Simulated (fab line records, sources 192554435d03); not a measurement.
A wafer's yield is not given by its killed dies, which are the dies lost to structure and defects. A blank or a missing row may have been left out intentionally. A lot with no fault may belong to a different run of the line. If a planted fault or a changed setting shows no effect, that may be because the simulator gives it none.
Matching of chambers :: flow n5Finfet :: 3 sister chambers for N5_BEOL_M0_DEP_125 on pecvd-04
The step deposits SiCN from 3MS/NH3, target thk 8 nm, time 14 s. 3 wafers are shown with their chamber, then 7 later ones without.

EACH WAFER AND ITS CHAMBER
wafer: L085.4
chamber: 1
throttleValvePct (%): 9.5

wafer: L090.1
chamber: 0
throttleValvePct (%): 10.2

wafer: L090.2
chamber: 2
throttleValvePct (%): 8.7

WAFERS WITH NO CHAMBER GIVEN
wafer: L090.5
throttleValvePct (%): 10.4

wafer: L094.1
throttleValvePct (%): 10.1

wafer: L094.4
throttleValvePct (%): 9.9

wafer: L094.5
throttleValvePct (%): 10.2

wafer: L096.2
throttleValvePct (%): 9.1

wafer: L096.5
throttleValvePct (%): 10.3

wafer: L096.6
throttleValvePct (%): 8.7

WHICH CHAMBER EACH WENT THROUGH
wafer: L090.5
from the rows above: 0
in truth: 0

wafer: L094.1
from the rows above: 0
in truth: 0

wafer: L094.4
from the rows above: can't be placed: 0 or 1
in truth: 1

wafer: L094.5
from the rows above: 0
in truth: 0

wafer: L096.2
from the rows above: can't be placed: 1 or 2
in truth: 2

wafer: L096.5
from the rows above: 0
in truth: 0

wafer: L096.6
from the rows above: 2
in truth: 2
Correctly placed: 5 of 7. Not placeable from these rows: 2 (in 2, the candidates include the true chamber). 0 placed wrongly.
How it was worked out, from the rows above alone: a wafer's distance from a chamber is the root of the sum, over the readings, of the square of ((its reading less the chamber's mean) divided by the reading's scatter). The wafer belongs to the nearest chamber; if the next one is less than 2 further off, it can't be placed. Each chamber's mean is taken over the wafers shown for it. The scatter (one wafer shown for each chamber): square how far every hidden wafer sits from the nearest shown wafer, average those squares and take the square root.
